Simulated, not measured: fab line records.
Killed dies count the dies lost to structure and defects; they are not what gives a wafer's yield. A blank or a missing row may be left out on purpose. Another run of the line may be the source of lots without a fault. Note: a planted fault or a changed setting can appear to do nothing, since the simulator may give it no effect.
Which tool did it? | flow n5Finfet | Sampling: 23 lots, 69 wafers, 6 of 1938 route steps

WHAT THE GAUGES SHOWED, per wafer
N5_BEOL_M9_INSPECT_58: inspects for defects (darkfield).
lot  | measured     | on               | rawDefectCount
L074 | day 9 12:10  | defectInspect-02 | 58 48 53
L075 | day 10 07:46 | defectInspect-02 | 78 86 47
L077 | day 11 00:53 | defectInspect-02 | 113 57 64
L076 | day 11 00:42 | defectInspect-02 | 49 63 60
L078 | day 11 00:37 | defectInspect-01 | 52 47 75
L079 | day 11 07:35 | defectInspect-01 | 119 62 78
L080 | day 11 11:29 | defectInspect-02 | 66 70 67
L081 | day 11 19:17 | defectInspect-01 | 110 66 64
L082 | day 11 21:44 | defectInspect-01 | 107 69 41
L083 | day 12 10:54 | defectInspect-02 | 70 36 59
L084 | day 12 19:41 | defectInspect-01 | 98 71 58
L087 | day 13 06:31 | defectInspect-01 | 97 58 66
L086 | day 13 09:36 | defectInspect-02 | 89 95 47
L088 | day 14 07:50 | defectInspect-02 | 97 80 125
L090 | day 14 07:34 | defectInspect-01 | 47 77 43
L089 | day 14 07:18 | defectInspect-01 | 72 79 71
L091 | day 14 07:41 | defectInspect-02 | 74 66 104
L093 | day 14 12:30 | defectInspect-02 | 60 70 45
L094 | day 14 18:09 | defectInspect-02 | 94 139 96
L092 | day 14 17:53 | defectInspect-02 | 91 97 83
L095 | day 16 00:02 | defectInspect-02 | 57 49 59
L096 | day 16 02:17 | defectInspect-01 | 129 146 92
L097 | day 16 12:46 | defectInspect-01 | 100 68 151

WHAT TOOL EACH LOT RAN ON (gives the tool, then ch and the chambers of the sampled wafers, and finally the start)
lot  | N5_BEOL_M9_ETCH_62                | N5_BEOL_M9_ETCH_76                | N5_BEOL_M9_STRIP_80                          | N5_BEOL_M9_SPUTTER_48       | N5_BEOL_M9_ANNEAL_51
L074 | rieDiel-04 ch 2,3, day 9 03:50    | rieDiel-04 ch 1,3, day 9 08:10    | rieDiel-04 ch 1,3, day 9 10:26 or earlier    | pvdSputter-02, day 9 10:26  | rtpAnneal-02 ch 0, day 9 11:25
L075 | rieDiel-03 ch 0,3, day 10 03:23   | rieDiel-04 ch 0,1,2, day 10 04:31 | rieDiel-04 ch 0,1,2, day 10 06:30 or earlier | pvdSputter-01, day 10 06:30 | rtpAnneal-01 ch 0, day 10 07:01
L077 | rieDiel-04 ch 0,3, day 10 18:55   | rieDiel-06 ch 0,1, day 10 21:34   | rieDiel-06 ch 0,1, day 10 23:20 or earlier   | pvdSputter-02, day 10 23:20 | rtpAnneal-02 ch 0, day 11 00:10
L076 | rieDiel-04 ch 2,3, day 10 19:10   | rieDiel-03 ch 0,1,2, day 10 21:10 | rieDiel-03 ch 1,3, day 10 23:10 or earlier   | pvdSputter-01, day 10 23:10 | rtpAnneal-01 ch 0, day 10 23:57
L078 | rieDiel-06 ch 0,1, day 10 19:47   | rieDiel-04 ch 2,3, day 10 21:13   | rieDiel-04 ch 2,3, day 10 23:05 or earlier   | pvdSputter-01, day 10 23:05 | rtpAnneal-02 ch 0, day 10 23:54
L079 | rieDiel-04 ch 1,2, day 11 02:08   | rieDiel-03 ch 0,2,3, day 11 03:01 | rieDiel-03 ch 0,2,3, day 11 06:35 or earlier | pvdSputter-03, day 11 06:35 | rtpAnneal-01 ch 0, day 11 06:58
L080 | rieDiel-03 ch 0,1,3, day 11 04:02 | rieDiel-03 ch 0,1,3, day 11 06:40 | rieDiel-03 ch 0,1,3, day 11 10:14 or earlier | pvdSputter-01, day 11 10:14 | rtpAnneal-02 ch 0, day 11 10:50
L081 | rieDiel-04 ch 0,1, day 11 14:40   | rieDiel-03 ch 0,2,3, day 11 15:50 | rieDiel-03 ch 0,2,3, day 11 18:07 or earlier | pvdSputter-02, day 11 18:07 | rtpAnneal-02 ch 0, day 11 18:37
L082 | rieDiel-03 ch 0,2,3, day 11 16:19 | rieDiel-03 ch 0,2,3, day 11 17:19 | rieDiel-03 ch 0,2,3, day 11 20:32 or earlier | pvdSputter-03, day 11 20:32 | rtpAnneal-01 ch 0, day 11 20:59
L083 | rieDiel-03 ch 0,1,3, day 12 00:40 | rieDiel-06 ch 0,2, day 12 02:29   | rieDiel-06 ch 0,2, day 12 06:23 or earlier   | pvdSputter-02, day 12 06:23 | rtpAnneal-02 ch 0, day 12 10:03
L084 | rieDiel-03 ch 0,3, day 12 14:24   | rieDiel-06 ch 0,2, day 12 16:01   | rieDiel-06 ch 0,2, day 12 18:29 or earlier   | pvdSputter-02, day 12 18:29 | rtpAnneal-01 ch 0, day 12 18:58
L087 | rieDiel-06 ch 0,2,3, day 13 02:50 | rieDiel-03 ch 1,2,3, day 13 03:56 | rieDiel-03 ch 1,2,3, day 13 05:32 or earlier | pvdSputter-02, day 13 05:32 | rtpAnneal-01 ch 0, day 13 05:48
L086 | rieDiel-03 ch 0,2,3, day 13 05:12 | rieDiel-06 ch 0,2,3, day 13 06:20 | rieDiel-06 ch 0,2,3, day 13 08:26 or earlier | pvdSputter-03, day 13 08:26 | rtpAnneal-01 ch 0, day 13 08:50
L088 | rieDiel-04 ch 0,1, day 14 02:08   | rieDiel-04 ch 0,2,3, day 14 04:35 | rieDiel-04 ch 0,2,3, day 14 06:47 or earlier | pvdSputter-03, day 14 06:47 | rtpAnneal-01 ch 0, day 14 07:08
L090 | rieDiel-06 ch 1,2,3, day 14 02:20 | rieDiel-06 ch 0,2, day 14 04:38   | rieDiel-06 ch 0,2, day 14 06:30 or earlier   | pvdSputter-03, day 14 06:30 | rtpAnneal-01 ch 0, day 14 06:49
L089 | rieDiel-03 ch 0,2, day 14 02:29   | rieDiel-03 ch 1,2, day 14 04:25   | rieDiel-03 ch 1,2, day 14 06:19 or earlier   | pvdSputter-02, day 14 06:19 | rtpAnneal-01 ch 0, day 14 06:33
L091 | rieDiel-06 ch 1,2,3, day 14 02:40 | rieDiel-03 ch 0,1,2, day 14 04:51 | rieDiel-03 ch 0,1,2, day 14 06:42 or earlier | pvdSputter-03, day 14 06:42 | rtpAnneal-02 ch 0, day 14 06:56
L093 | rieDiel-06 ch 0,2,3, day 14 05:47 | rieDiel-03 ch 0,2,3, day 14 06:40 | rieDiel-03 ch 0,2,3, day 14 11:29 or earlier | pvdSputter-02, day 14 11:29 | rtpAnneal-02 ch 0, day 14 11:43
L094 | rieDiel-04 ch 0,2,3, day 14 12:29 | rieDiel-04 ch 0,1,3, day 14 15:12 | rieDiel-04 ch 0,1,3, day 14 17:02 or earlier | pvdSputter-02, day 14 17:02 | rtpAnneal-02 ch 0, day 14 17:32
L092 | rieDiel-03 ch 0,1,3, day 14 12:35 | rieDiel-03 ch 1,2,3, day 14 15:10 | rieDiel-03 ch 1,2,3, day 14 16:49 or earlier | pvdSputter-02, day 14 16:49 | rtpAnneal-01 ch 0, day 14 17:13
L095 | rieDiel-03 ch 1,2, day 15 14:14   | rieDiel-03 ch 2,3, day 15 19:56   | rieDiel-03 ch 2,3, day 15 21:53 or earlier   | pvdSputter-02, day 15 21:53 | rtpAnneal-02 ch 0, day 15 23:17
L096 | rieDiel-03 ch 0,2,3, day 15 20:24 | rieDiel-04 ch 0,1,2, day 15 21:54 | rieDiel-04 ch 0,1,2, day 15 23:38 or earlier | pvdSputter-01, day 15 23:38 | rtpAnneal-02 ch 0, day 16 01:32
L097 | rieDiel-03 ch 0,1,3, day 16 04:30 | rieDiel-03 ch 1,2, day 16 08:43   | rieDiel-03 ch 1,2, day 16 11:44 or earlier   | pvdSputter-01, day 16 11:44 | rtpAnneal-01 ch 0, day 16 12:05
- N5_BEOL_M9_ETCH_62: etches SOC in N2/H2, target depth 110 nm, overetch 22 nm, time 165 s.
- N5_BEOL_M9_ETCH_76: etches underlayer in N2/H2, target depth 6.5 nm, time 5.2 s.
- N5_BEOL_M9_STRIP_80: strips in N2/H2, time 10 s.
- N5_BEOL_M9_SPUTTER_48: material Cu, target thk 12 nm, time 2 s.
- N5_BEOL_M9_ANNEAL_51: time 90 s.

AS READ BY THE TOOLS THEMSELVES (means over the sampled wafers that have a number; for cases with no such wafer, the mark the record gives instead)
N5_BEOL_M9_ETCH_62.
lot  | tool       | drypumpMotorCurrentA (A) | oesProductAu (a.u.) | rfVppV (V) | showerheadPlenumPTorr (Torr) | tempC (C) | throttleValvePct (%)
L074 | rieDiel-04 | 6.2                      | 0.64                | 524.7      | 2.53                         | 40.02     | 17.83
L075 | rieDiel-03 | 5.4                      | 0.72                | 525.7      | 2.61                         | 40.08     | 17.69
L077 | rieDiel-04 | 5.9                      | 0.71                | 524.3      | 2.56                         | 39.95     | 17.74
L076 | rieDiel-04 | 6.2                      | 0.63                | 524.5      | 2.53                         | 40.05     | 17.85
L078 | rieDiel-06 | 5.6                      | 0.63                | 525.9      | 2.61                         | 40.03     | 18.12
L079 | rieDiel-04 | 5.7                      | 0.61                | 522.7      | 2.51                         | 39.98     | 17.99
L080 | rieDiel-03 | 5.7                      | 0.67                | 523.7      | 2.56                         | 40.02     | 17.75
L081 | rieDiel-04 | 5.0                      | 0.68                | 523.5      | 2.56                         | 39.98     | 17.89
L082 | rieDiel-03 | 5.7                      | 0.69                | 523.5      | 2.53                         | 39.98     | 17.73
L083 | rieDiel-03 | 5.7                      | 0.67                | 524.2      | 2.56                         | 39.99     | 17.75
L084 | rieDiel-03 | 5.9                      | 0.65                | 522.8      | 2.50                         | 39.91     | 17.85
L087 | rieDiel-06 | 5.7                      | 0.67                | 523.2      | 2.52                         | 40.01     | 17.98
L086 | rieDiel-03 | 5.7                      | 0.68                | 523.2      | 2.52                         | 40.01     | 17.74
L088 | rieDiel-04 | 5.1                      | 0.66                | 523.8      | 2.56                         | 40.10     | 17.93
L090 | rieDiel-06 | 5.7                      | 0.71                | 523.1      | 2.53                         | 39.84     | 17.92
L089 | rieDiel-03 | 6.1                      | 0.78                | 526.9      | 2.63                         | 40.01     | 17.58
L091 | rieDiel-06 | 5.7                      | 0.71                | 523.5      | 2.53                         | 39.94     | 17.94
L093 | rieDiel-06 | 5.7                      | 0.66                | 523.3      | 2.51                         | 39.92     | 18.00
L094 | rieDiel-04 | 5.8                      | 0.74                | 523.7      | 2.54                         | 40.11     | 17.71
L092 | rieDiel-03 | 5.7                      | 0.73                | 526.4      | 2.65                         | 40.03     | 17.65
L095 | rieDiel-03 | 5.8                      | 0.66                | 523.0      | 2.53                         | 40.16     | 17.71
L096 | rieDiel-03 | 5.7                      | 0.73                | 526.0      | 2.62                         | 40.02     | 17.63
L097 | rieDiel-03 | 5.7                      | 0.71                | 526.2      | 2.65                         | 39.98     | 17.65

N5_BEOL_M9_ETCH_76.
lot  | tool       | drypumpMotorCurrentA (A) | etchRfOnTimeS (s) | oesProductAu (a.u.) | rfVppV (V) | showerheadPlenumPTorr (Torr) | throttleValvePct (%)
L074 | rieDiel-04 | 5.5                      | 5.24              | 0.65                | 524.3      | 2.55                         | 17.95
L075 | rieDiel-04 | 5.4                      | 5.11              | 0.71                | 524.0      | 2.55                         | 17.91
L077 | rieDiel-06 | 5.6                      | 5.12              | 0.68                | 525.8      | 2.59                         | 18.07
L076 | rieDiel-03 | 5.9                      | 5.26              | 0.68                | 522.9      | 2.48                         | 17.77
L078 | rieDiel-04 | 6.2                      | 5.19              | 0.64                | 522.7      | 2.53                         | 17.89
L079 | rieDiel-03 | 5.6                      | 5.24              | 0.70                | 523.5      | 2.53                         | 17.75
L080 | rieDiel-03 | 5.7                      | 5.24              | 0.68                | 524.7      | 2.56                         | 17.78
L081 | rieDiel-03 | 5.7                      | 5.29              | 0.69                | 523.5      | 2.53                         | 17.76
L082 | rieDiel-03 | 5.7                      | 5.30              | 0.69                | 522.1      | 2.53                         | 17.76
L083 | rieDiel-06 | 5.6                      | 5.15              | 0.71                | 524.5      | 2.57                         | 17.95
L084 | rieDiel-06 | 5.6                      | 5.12              | 0.73                | 525.9      | 2.58                         | 17.92
L087 | rieDiel-03 | 5.5                      | 5.27              | 0.70                | 524.6      | 2.58                         | 17.67
L086 | rieDiel-06 | 5.7                      | 5.13              | 0.68                | 521.7      | 2.52                         | 18.02
L088 | rieDiel-04 | 5.8                      | 5.07              | 0.76                | 524.8      | 2.54                         | 17.74
L090 | rieDiel-06 | 5.6                      | 5.15              | 0.71                | 524.6      | 2.57                         | 17.94
L089 | rieDiel-03 | 5.7                      | 5.29              | 0.68                | 524.2      | 2.50                         | 17.69
L091 | rieDiel-03 | 5.9                      | 5.28              | 0.72                | 525.5      | 2.58                         | 17.67
L093 | rieDiel-03 | 5.7                      | 5.24              | 0.75                | 526.3      | 2.62                         | 17.65
L094 | rieDiel-04 | 5.5                      | 5.13              | 0.68                | 524.5      | 2.55                         | 17.91
L092 | rieDiel-03 | 5.5                      | 5.30              | 0.69                | 525.6      | 2.57                         | 17.69
L095 | rieDiel-03 | 5.2                      | 5.27              | 0.70                | 525.4      | 2.62                         | 17.69
L096 | rieDiel-04 | 5.4                      | 5.17              | 0.72                | 524.3      | 2.54                         | 17.81
L097 | rieDiel-03 | 5.7                      | 5.27              | 0.67                | 522.7      | 2.50                         | 17.73

N5_BEOL_M9_STRIP_80.
lot  | tool       | drypumpMotorCurrentA (A) | oesProductAu (a.u.) | rfVppV (V) | showerheadPlenumPTorr (Torr) | tempC (C) | throttleValvePct (%)
L074 | rieDiel-04 | 5.5                      | 0.76                | 59.1       | 2.54                         | 39.98     | 23.72
L075 | rieDiel-04 | 5.4                      | 0.82                | 59.2       | 2.55                         | 40.01     | 23.70
L077 | rieDiel-06 | 5.6                      | 0.78                | 59.3       | 2.59                         | 40.10     | 24.02
L076 | rieDiel-03 | 5.5                      | 0.83                | 59.9       | 2.61                         | 40.03     | 23.56
L078 | rieDiel-04 | 6.2                      | 0.74                | 58.1       | 2.52                         | 40.05     | 23.70
L079 | rieDiel-03 | 5.7                      | 0.82                | 59.1       | 2.53                         | 40.06     | 23.49
L080 | rieDiel-03 | 5.7                      | 0.79                | 60.0       | 2.56                         | 40.04     | 23.57
L081 | rieDiel-03 | 5.7                      | 0.81                | 59.0       | 2.52                         | 39.94     | 23.50
L082 | rieDiel-03 | 5.7                      | 0.81                | 59.6       | 2.52                         | 40.09     | 23.50
L083 | rieDiel-06 | 5.6                      | 0.83                | 58.8       | 2.57                         | 39.90     | 23.92
L084 | rieDiel-06 | 5.6                      | 0.84                | 59.0       | 2.57                         | 39.99     | 23.83
L087 | rieDiel-03 | 5.5                      | 0.82                | 59.1       | 2.57                         | 40.01     | 23.53
L086 | rieDiel-06 | 5.7                      | 0.79                | 60.0       | 2.51                         | 39.98     | 23.89
L088 | rieDiel-04 | 5.8                      | 0.88                | 58.5       | 2.53                         | 39.89     | 23.61
L090 | rieDiel-06 | 5.7                      | 0.84                | 59.1       | 2.57                         | 40.07     | 23.83
L089 | rieDiel-03 | 5.7                      | 0.80                | 58.9       | 2.50                         | 39.96     | 23.55
L091 | rieDiel-03 | 5.9                      | 0.85                | 59.6       | 2.58                         | 39.99     | 23.51
L093 | rieDiel-03 | 5.7                      | 0.88                | 58.8       | 2.62                         | 39.99     | 23.43
L094 | rieDiel-04 | 5.5                      | 0.80                | 59.7       | 2.55                         | 39.85     | 23.72
L092 | rieDiel-03 | 5.5                      | 0.81                | 58.5       | 2.57                         | 40.00     | 23.54
L095 | rieDiel-03 | 5.2                      | 0.83                | 59.4       | 2.61                         | 40.04     | 23.47
L096 | rieDiel-04 | 5.4                      | 0.85                | 58.8       | 2.54                         | 39.99     | 23.66
L097 | rieDiel-03 | 5.7                      | 0.79                | 58.7       | 2.49                         | 40.05     | 23.57

N5_BEOL_M9_SPUTTER_48.
lot  | tool          | substrateTempC (C) | throttleValvePct (%)
L074 | pvdSputter-02 | -20.01             | 30.5
L075 | pvdSputter-01 | -20.01             | 29.6
L077 | pvdSputter-02 | -19.86             | 30.6
L076 | pvdSputter-01 | -19.96             | 29.8
L078 | pvdSputter-01 | -19.93             | 30.0
L079 | pvdSputter-03 | -20.06             | 31.0
L080 | pvdSputter-01 | -19.91             | 29.9
L081 | pvdSputter-02 | -20.00             | 30.6
L082 | pvdSputter-03 | -20.04             | 31.0
L083 | pvdSputter-02 | -19.98             | 30.8
L084 | pvdSputter-02 | -19.88             | 29.7
L087 | pvdSputter-02 | -20.08             | 30.4
L086 | pvdSputter-03 | -19.95             | 29.9
L088 | pvdSputter-03 | -20.15             | 31.0
L090 | pvdSputter-03 | -20.03             | 30.4
L089 | pvdSputter-02 | -19.97             | 30.9
L091 | pvdSputter-03 | -19.96             | 30.2
L093 | pvdSputter-02 | -20.05             | 31.0
L094 | pvdSputter-02 | -19.92             | 30.5
L092 | pvdSputter-02 | -19.99             | 30.0
L095 | pvdSputter-02 | -20.00             | 30.1
L096 | pvdSputter-01 | -19.97             | 30.2
L097 | pvdSputter-01 | -20.03             | 29.8

N5_BEOL_M9_ANNEAL_51.
lot  | tool         | wafer_temp_C_max
L074 | rtpAnneal-02 | 225.65
L075 | rtpAnneal-01 | 225.97
L077 | rtpAnneal-02 | 225.85
L076 | rtpAnneal-01 | 225.78
L078 | rtpAnneal-02 | 225.87
L079 | rtpAnneal-01 | 225.96
L080 | rtpAnneal-02 | 225.65
L081 | rtpAnneal-02 | 225.59
L082 | rtpAnneal-01 | 225.94
L083 | rtpAnneal-02 | 225.66
L084 | rtpAnneal-01 | 226.12
L087 | rtpAnneal-01 | 225.88
L086 | rtpAnneal-01 | 225.85
L088 | rtpAnneal-01 | 225.76
L090 | rtpAnneal-01 | 226.00
L089 | rtpAnneal-01 | 225.80
L091 | rtpAnneal-02 | 225.87
L093 | rtpAnneal-02 | 225.88
L094 | rtpAnneal-02 | 225.77
L092 | rtpAnneal-01 | 225.69
L095 | rtpAnneal-02 | 225.70
L096 | rtpAnneal-02 | 225.70
L097 | rtpAnneal-01 | 225.87

THE ANSWER, worked out from the rows above alone
Rule: the lots themselves supply what counts as usual. The widest of any qualifying gaps counts: lots, ordered by their means at a reading, are off when they make up no more than a third of the lots, leave a main group of 4 or more, and stand apart from it by 3 or more times the standard deviation of that group's means. A main group whose means are all the same, to the digits that the tables above print for the reading, isn't used. A lot without any number at a reading at which 4 lots or more have one is off too. Where the step has rows for the other lots, those lots are counted as sound. First the gauges in route order, then the tools' own readings, where a lot's mean is used as printed above. The first step at which some lot is off is used, and at that step the reading that is off furthest; a lot without a number counts as furthest.
None of the lots is off at any reading shown; this tells nothing.

WHAT THE SIMULATOR HAD PUT IN
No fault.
